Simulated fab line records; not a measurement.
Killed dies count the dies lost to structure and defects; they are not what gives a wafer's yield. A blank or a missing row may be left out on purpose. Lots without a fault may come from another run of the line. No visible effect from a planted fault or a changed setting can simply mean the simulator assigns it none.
What tool caused it? ; flow n5_finfet ; Sampling: 9 lots, 27 wafers, 5 of 1938 route steps

## WHAT THE GAUGES READ, wafer by wafer
N5_SDB_INSPECT_36: inspects for defects (darkfield).
lot;measured;on;raw_defect_count
L774;day 4 03:29;defect_inspect-01;105 59 73
L776;day 4 17:01;defect_inspect-01;46 45 61
L778;day 5 02:46;defect_inspect-01;56 39 42
L785;day 7 02:52;defect_inspect-01;23 24 71
L786;day 7 07:39;defect_inspect-01;56 58 85
L790;day 8 06:10;defect_inspect-01;27 33 33
L791;day 8 16:26;defect_inspect-02;44 86 68
L795;day 9 11:07;defect_inspect-01;22 36 48
L796;day 9 18:35;defect_inspect-02;32 20 30

N5_BEOL_M4_RC_MEAS_101.
lot;measured;on;DIBL_N (mV/V);DIBL_P (mV/V);IOFF_N (nA/um);IOFF_P (nA/um);ION_N (uA/um);ION_P (uA/um);RC_DENSE_N (ohm.um);RC_N (ohm.um);RS_SD_N (ohm/sq);SS_N (mV/dec);SS_P (mV/dec);VT_N (mV);VT_P (mV)
L774;day 8 04:13;prober-02;37.1 36.4 35.0;37.7 37.5 34.8;0.190 0.172 0.144;0.26 0.24 0.20;702 674 669;481 467 463;18.7 18.8 18.7;15.42 15.33 15.16;28.66 28.52 28.64;72.4 71.5 71.5;73.6 73.7 73.3;245.7 248.4 249.2;-245 -245 -250
L776;day 8 08:53;prober-02;36.4 38.2 37.0;35.9 36.9 35.8;0.175 0.215 0.197;0.26 0.27 0.26;677 685 685;466 471 471;19.4 18.9 19.0;15.90 15.48 15.42;28.39 28.45 28.42;71.8 72.2 71.9;74.6 73.7 74.0;248.3 245.3 245.5;-245 -245 -246
L778;day 9 03:22;prober-02;37.0 36.8 36.0;37.8 37.4 36.9;0.167 0.158 0.138;0.19 0.18 0.18;665 665 663;454 453 456;19.3 18.7 19.0;15.82 15.20 15.24;27.93 27.71 27.80;71.7 70.7 71.4;73.1 73.3 72.8;249.9 250.6 255.4;-253 -257 -253
L785;day 11 00:41;prober-02;38.3 38.4 37.8;39.2 38.4 38.2;0.209 0.196 0.194;0.30 0.27 0.26;694 676 695;481 466 473;20.1 21.1 20.4;16.45 17.03 16.43;30.06 29.73 30.03;72.2 71.9 71.7;73.8 73.9 73.7;242.6 244.0 244.7;-244 -246 -245
L786;day 11 04:33;prober-01;38.1 37.4 38.1;39.1 38.0 38.6;0.220 0.211 0.221;0.32 0.30 0.31;688 693 698;480 478 490;19.6 19.7 20.1;15.99 16.09 16.33;29.63 29.46 29.60;71.2 71.8 71.4;74.1 73.8 73.6;242.5 244.4 244.7;-239 -241 -242
L790;day 11 23:51;prober-02;36.5 34.6 35.2;37.6 35.0 35.9;0.176 0.140 0.153;0.24 0.20 0.22;675 670 677;464 463 468;19.2 18.6 19.2;15.70 15.28 15.52;28.87 29.10 29.21;72.2 71.5 72.1;73.6 72.8 73.0;247.8 248.8 250.4;-248 -250 -250
L791;day 12 17:29;prober-02;33.9 37.8 36.2;33.6 37.9 35.7;0.112 0.183 0.145;0.17 0.23 0.19;653 672 665;455 463 454;19.0 19.0 18.8;15.66 15.47 15.30;28.48 28.46 28.16;70.4 71.9 71.2;72.4 73.9 72.7;253.9 248.7 253.0;-253 -250 -252
L795;day 13 06:13;prober-01;33.7 32.9 33.2;36.0 35.3 35.2;0.133 0.117 0.121;0.19 0.17 0.18;681 660 669;464 455 458;18.5 18.7 18.8;15.20 15.25 15.44;28.86 29.02 28.79;70.8 70.8 71.6;73.6 73.8 72.5;254.7 253.4 255.0;-249 -253 -252
L796;day 13 09:01;prober-01;36.1 33.7 37.4;37.0 33.6 37.4;0.164 0.123 0.182;0.22 0.18 0.22;672 669 674;464 464 459;18.5 18.9 18.9;15.18 15.42 15.41;28.86 28.49 28.84;70.8 70.5 72.0;73.1 72.3 73.4;251.3 252.1 246.8;-248 -251 -249

## WHAT TOOL EACH LOT RAN ON (gives the tool, then ch and the chambers of the sampled wafers, and finally the start)
lot;N5_SDB_ALD_29;N5_HKMG_FIN_HK_ANNEAL_02;N5_HKMG_FIN_ALD_74
L774;ald_sin-03 ch 0,1, day 4 00:25;rtp_anneal-02 ch 0, day 4 04:38;ald_hk-03 ch 0,2,3, day 4 04:55
L776;ald_sin-04 ch 0,3, day 4 13:57;rtp_anneal-02 ch 0, day 4 17:47;ald_hk-03 ch 0,1,3, day 4 18:00
L778;ald_sin-01 ch 1,2, day 4 23:41;rtp_anneal-02 ch 0, day 5 03:34;ald_hk-01 ch 1,3, day 5 03:46
L785;ald_sin-04 ch 0,1,3, day 6 23:49;rtp_anneal-02 ch 0, day 7 03:40;ald_hk-01 ch 1,2,3, day 7 03:51
L786;ald_sin-01 ch 0,1,2, day 7 04:35;rtp_anneal-02 ch 0, day 7 08:43;ald_hk-02 ch 1,3, day 7 08:53
L790;ald_sin-04 ch 0,3, day 8 03:07;rtp_anneal-01 ch 0, day 8 06:59;ald_hk-03 ch 0,2,3, day 8 07:10
L791;ald_sin-01 ch 0,1,2, day 8 13:23;rtp_anneal-01 ch 0, day 8 17:13;ald_hk-02 ch 0,2,3, day 8 17:26
L795;ald_sin-04 ch 2,3, day 9 08:04;rtp_anneal-01 ch 0, day 9 11:56;ald_hk-01 ch 0,2,3, day 9 12:07
L796;ald_sin-01 ch 1,2, day 9 15:32;rtp_anneal-02 ch 0, day 9 19:37;ald_hk-03 ch 0,1, day 9 19:50
- N5_SDB_ALD_29: deposits SiNx, target thk 30 nm, pulse time 1 s, ald cycles 600.
- N5_HKMG_FIN_HK_ANNEAL_02: time 30 s.
- N5_HKMG_FIN_ALD_74: deposits La2O3, target thk 0.5 nm, pulse time 6 s, co reactant pulse time 1 s.

## WHAT THE TOOLS THEMSELVES READ (means of the sampled wafers that have a number; where no wafer has one, the mark that the record gives instead)
N5_SDB_ALD_29.
lot;tool;heater_power_w (W);precursor_pulse_height_rel
L774;ald_sin-03;917;0.989
L776;ald_sin-04;828;1.009
L778;ald_sin-01;828;0.990
L785;ald_sin-04;846;1.012
L786;ald_sin-01;843;0.993
L790;ald_sin-04;840;0.990
L791;ald_sin-01;831;1.000
L795;ald_sin-04;773;1.018
L796;ald_sin-01;821;0.991

N5_HKMG_FIN_HK_ANNEAL_02.
lot;tool;lamp_power_pct (%);lamp_zone_1_pct (%);lamp_zone_2_pct (%);lamp_zone_3_pct (%);lamp_zone_4_pct (%);lamp_zone_5_pct (%);lamp_zone_6_pct (%);lamp_zone_7_pct (%);wafer_temp_C_max
L774;rtp_anneal-02;8.79;8.798;8.803;8.805;8.802;8.788;8.725;9.196;703.0
L776;rtp_anneal-02;8.79;8.809;8.793;8.803;8.797;8.792;8.725;9.191;703.1
L778;rtp_anneal-02;8.85;8.796;8.788;8.797;8.793;8.795;8.718;9.204;703.4
L785;rtp_anneal-02;10.36;10.372;10.382;10.370;10.368;10.371;10.278;10.847;702.8
L786;rtp_anneal-02;10.34;10.369;10.370;10.365;10.368;10.367;10.273;10.841;702.3
L790;rtp_anneal-01;8.76;8.792;8.789;8.802;8.794;8.785;8.724;9.204;702.9
L791;rtp_anneal-01;8.76;8.794;8.796;8.801;8.809;8.796;8.733;9.193;702.6
L795;rtp_anneal-01;8.79;8.806;8.808;8.800;8.803;8.787;8.733;9.190;702.8
L796;rtp_anneal-02;8.82;8.794;8.794;8.799;8.794;8.794;8.716;9.189;702.9

N5_HKMG_FIN_ALD_74.
lot;tool;heater_power_w (W);precursor_pulse_height_rel
L774;ald_hk-03;351;1.017
L776;ald_hk-03;337;0.999
L778;ald_hk-01;351;1.005
L785;ald_hk-01;365;0.980
L786;ald_hk-02;318;1.020
L790;ald_hk-03;344;1.006
L791;ald_hk-02;336;0.979
L795;ald_hk-01;359;1.016
L796;ald_hk-03;312;1.002

## THE ANSWER, worked out from the rows above alone
Rule: usual is defined by the lots themselves. The widest of any qualifying gaps counts: lots, ordered by their means at a reading, are off when they make up no more than a third of the lots, leave a main group of 4 or more, and stand apart from it by 3 or more times the standard deviation of that group's means. A main group whose means are all the same, to the digits that the tables above print for the reading, isn't used. A lot without any number at a reading at which 4 lots or more have one is off too. All remaining lots with rows at the step are treated as sound. After the gauges, taken in route order, come the tools' own readings; for these a lot's mean is taken, as printed above. The first step at which some lot is off is used, and at that step the reading that is off furthest; a lot without a number counts as furthest.
Off: L785, L786, seen at N5_BEOL_M4_RC_MEAS_101 (RC_N). The main group: mean 15.42 ohm.um, standard deviation 0.11.
A tool fits if, at a process step before that reading, it ran every lot that is off, and no sound lot after the first of them. The gauges at N5_BEOL_M4_RC_MEAS_101 aren't tried: what is off there is off at N5_HKMG_FIN_HK_ANNEAL_02 too, on other tools, and a gauge's error can't cause that. No candidate that was tried fits.

## WHAT HAD BEEN PUT IN BY THE SIMULATOR
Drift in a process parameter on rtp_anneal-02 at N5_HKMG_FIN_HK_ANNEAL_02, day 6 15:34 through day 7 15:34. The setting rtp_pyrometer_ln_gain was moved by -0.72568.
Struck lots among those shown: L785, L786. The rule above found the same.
